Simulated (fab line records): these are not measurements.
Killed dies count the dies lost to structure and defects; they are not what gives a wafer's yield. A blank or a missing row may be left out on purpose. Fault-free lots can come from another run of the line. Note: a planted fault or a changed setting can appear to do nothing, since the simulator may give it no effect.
A struck lot beside a sound one + flow n5 finfet + 36 out of 1938 route steps
Sound: the wafers L625.1, L625.3, L625.4. Wafers struck: L631.1, L631.4, L631.6. The cause comes at the end.
Per side, at each step with rows, come the tool, then ch with its chambers, and then its first start. Under that, the readings that differ: sound wafers + struck wafers + difference of the means + sigmas: that difference in standard deviations of wafers without a fault.
alike: a reading whose means differ by less than 2 such deviations, as well as words and numbers matching on both sides. not compared: withheld readings; readings where some wafer has no value; bounds like >300 that might hide an equal value; numbers whose values overlap and for which the record gives no deviation.
A row with sigmas, a row that says differs or no value, or rows on one side alone: a step with any of these is where the two part. Numbers that don't overlap but have no deviation are shown without sigmas and don't part them. A reading missing from all wafers of one side parts the sides only when that side holds two or more wafers.

first, 11 steps without rows for these wafers: N5_GATE_CUT_CUT_ETCH_54 (etches TiN in Cl2/BCl3, target depth 96.7 nm); N5_GATE_CUT_CUT_ETCH_55 (etches HfO2 in BCl3, target depth 3.2 nm); N5_GATE_CUT_ETCH_47 (etches SiO2 in Cl2/BCl3, target depth 10 nm); N5_GATE_CUT_VAPOR_ETCH_48 (etches TiN in BCl3/Cl2); N5_GATE_CUT_VAPOR_ETCH_49 (etches TiAlC in BCl3/Cl2); N5_GATE_CUT_VAPOR_ETCH_51 (etches HfO2 in BCl3/Cl2); N5_GATE_CUT_STRIP_21 (strips in N2/H2, time 30 s); N5_GATE_CUT_STRIP_29 (strips in post etch residue remover, time 60 s); N5_GATE_CUT_SRD_52 (time 30 s); N5_GATE_CUT_ALD_22 (deposits SiNx, target thk 16 nm, pulse time 1 s, ald cycles 320); N5_GATE_CUT_CMP_23 (polishes, stops on SiO2, t overpolish 23.4 s, target thk 16 nm).
N5_GATE_CUT_CMP_43: polishes SiO2.
  sound on cmp-01 ch 0,1,2, day 5 01:28; struck on cmp-03 ch 0,1,2, day 6 07:16
  alike: motor current A, retaining ring pressure frac, slurry filter dp kPa
then, 23 steps without rows for these wafers: N5_GATE_CUT_CMP_61 (polishes, stops on SiNx, t overpolish 3 s); N5_MOL_CONTACT_COAG_COAT_103 (time 60 s, resist thk 80 nm); N5_MOL_CONTACT_COAG_COAT_104 (time 60 s, resist thk 12 nm); N5_MOL_CONTACT_COAG_COAT_58 (time 60 s, resist thk 10 nm); N5_MOL_CONTACT_COAG_COAT_02 (resist thk 30 nm); N5_MOL_CONTACT_COAG_EBR_04; N5_MOL_CONTACT_COAG_SOFTBAKE_03 (time 60 s); N5_MOL_CONTACT_COAG_EXPOSE_05 (exposes mask CA, defocus 0 nm); N5_MOL_CONTACT_COAG_PEB_06 (peb time 60 s); N5_MOL_CONTACT_COAG_DEVELOP_07 (develop time 30 s); N5_MOL_CONTACT_COAG_DESCUM_13 (chemistry O2, time 7 s); N5_MOL_CONTACT_COAG_ETCH_59 (etches underlayer in N2/H2, target depth 13 nm, time 10.4 s); N5_MOL_CONTACT_COAG_ETCH_105 (etches SiARC in CF4, target depth 15.6 nm, time 26 s); N5_MOL_CONTACT_COAG_ETCH_106 (etches SOC in N2/H2, target depth 80 nm, overetch 16 nm, time 120 s); N5_MOL_CONTACT_COAG_STRIP_107 (strips in N2/H2); N5_MOL_CONTACT_COAG_STRIP_108 (strips in N2/H2); N5_MOL_CONTACT_COAG_CONTACT_ETCH_14 (etches SiO2 in C4F6/O2, target depth 27.5 nm, overetch 8.5 nm, time 20 s); N5_MOL_CONTACT_COAG_STRIP_109 (strips in C4F6/O2); N5_MOL_CONTACT_COAG_ETCH_15 (etches SiNx in CH3F/O2, stops on Si:P, target depth 7 nm); N5_MOL_CONTACT_COAG_ETCH_110 (etches Si in CF4/O2, target depth 2.5 nm, time 8 s); N5_MOL_CONTACT_COAG_STRIP_98 (strips in N2/H2); N5_MOL_CONTACT_COAG_IMPLANT_129; N5_MOL_CONTACT_COAG_PRECLEAN_111 (cleans in NF3:NH3, afs cycles 1, time 20 s, sublimation time 60 s).
-- the record jumps here: 9 days lie between the struck wafers' starts before and after (it left off in module MOL_CONTACT_COAG and takes up again in module PASSIVATION, whose first step shown is number 1936 of the route) --
N5_PASSIVATION_PROBE_49:
  sound: prober-02 at day 13 19:44; struck: prober-01 at day 14 21:31
| reading                  | sound          | struck         | difference | sigmas |
|--------------------------|----------------|----------------|------------|--------|
| defect limited yield (%) | 92.1 91.9 90.4 | 50.2 50.3 51.2 | -40.9      | -29    |
| killed at front end      | 28 45 45       | 539 554 513    | +496       | +50    |
| killed dies              | 93 96 113      | 588 587 576    | +483       | +30    |
| killed on rim            | 12 10 13       | 77 81 76       | +66        | +17    |
| sort_bin_5_function (%)  | 4.5 4.4 5.5    | 30.7 31.8 30.6 | +26.2      | +29    |
| sort_bin_6_memory (%)    | 3.2 3.6 3.6    | 15.8 15.0 14.9 | +11.8      | +17    |
| sort n pass              | 1087 1084 1067 | 592 593 604    | -483       | -28    |
  alike: killed_at_M0_to_M3, killed_at_M4_up, killed at contacts, killed at other, killed open, killed short, sort_bin_8_speed

WHERE THEY PART
Within this record, at N5_PASSIVATION_PROBE_49 only.

WHY: the cause the simulator had injected
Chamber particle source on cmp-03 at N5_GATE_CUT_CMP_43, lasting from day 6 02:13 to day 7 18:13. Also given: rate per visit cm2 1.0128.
